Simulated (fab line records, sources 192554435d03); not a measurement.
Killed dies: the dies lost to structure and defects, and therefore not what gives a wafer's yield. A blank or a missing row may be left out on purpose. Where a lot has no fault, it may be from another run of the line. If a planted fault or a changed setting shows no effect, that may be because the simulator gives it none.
One fault seen from 3 desks ; flow n5-finfet ; numbers are kept per desk, each desk with only its own; the story behind them comes last

THE DEFECT DESK
Per lot, the means of the sampled wafers with a number show what the inspections along the route counted. Marked OUT: a lot whose mean sits more than 4 standard deviations from the usual mean, which makes it out of limits; the brackets give that distance.
Columns: A = raw-defect-count at N5_WELL_APT_INSPECT_38, usual 13
lot;first seen here;A
L974;day 1 16:28;9
L976;day 2 04:34;10
L977;day 2 10:56;12
L979;day 2 23:02;15
L980;day 3 04:52;12
L981;day 3 10:46;16
L983;day 3 22:52;10
L984;day 4 04:58;11
L985;day 4 11:14;14
L989;day 5 11:01;15
L991;day 5 22:43;11
L992;day 6 05:19;12
L996;day 7 04:40;16
L997;day 7 10:55;12
Result from this desk: across the 14 lots, nothing is out of limits.

TOOL OWNER'S DESK, litho-track-01
The tool's own readings at N5_FIN_SAQP_DEVELOP_15 (develop time 30 s): means of the sampled wafers that have a number, for each lot that ran on this tool. Marked OUT: a lot whose mean sits more than 4 standard deviations from the usual mean, which makes it out of limits; the brackets give that distance.
Columns: A = chill-plate-temp-C at N5_FIN_SAQP_DEVELOP_15, usual 23.01 C
lot;first seen here;A
L980;day 3 09:35;22.94
L985;day 4 17:02;23.05
L996;day 7 09:45;23.08
Result from this desk: across the 3 lots, nothing is out of limits.

METROLOGY DESK
Lot by lot, what the gauges showed, no matter which tool ran the lot: averages of those sampled wafers that carry a number. Marked OUT: a lot whose mean sits more than 4 standard deviations from the usual mean, which makes it out of limits; the brackets give that distance.
Columns: A = FIN_CORE_OVL at N5_FIN_SAQP_OVL_MEAS_17, usual -0.3 nm
lot;first seen here;A
L974;day 1 21:05;0.9
L976;day 2 10:20;-0.3
L977;day 2 15:39;-0.5
L979;day 3 03:41;-0.6
L980;day 3 09:41;-1.0
L981;day 3 17:04;0.6
L983;day 4 03:43;0.0
L984;day 4 09:43;-0.7
L985;day 4 17:08;0.9
L989;day 5 16:31;-1.4
L996;day 7 09:51;-0.1
L997;day 7 16:27;-0.5
Result from this desk: across the 12 lots, nothing is out of limits.

PUT TOGETHER
The defect desk saw nothing out of limits.
The tool owner's desk saw nothing out of limits.
Metrology desk: nothing out of limits seen.

WHAT THE SIMULATOR HAD PUT IN
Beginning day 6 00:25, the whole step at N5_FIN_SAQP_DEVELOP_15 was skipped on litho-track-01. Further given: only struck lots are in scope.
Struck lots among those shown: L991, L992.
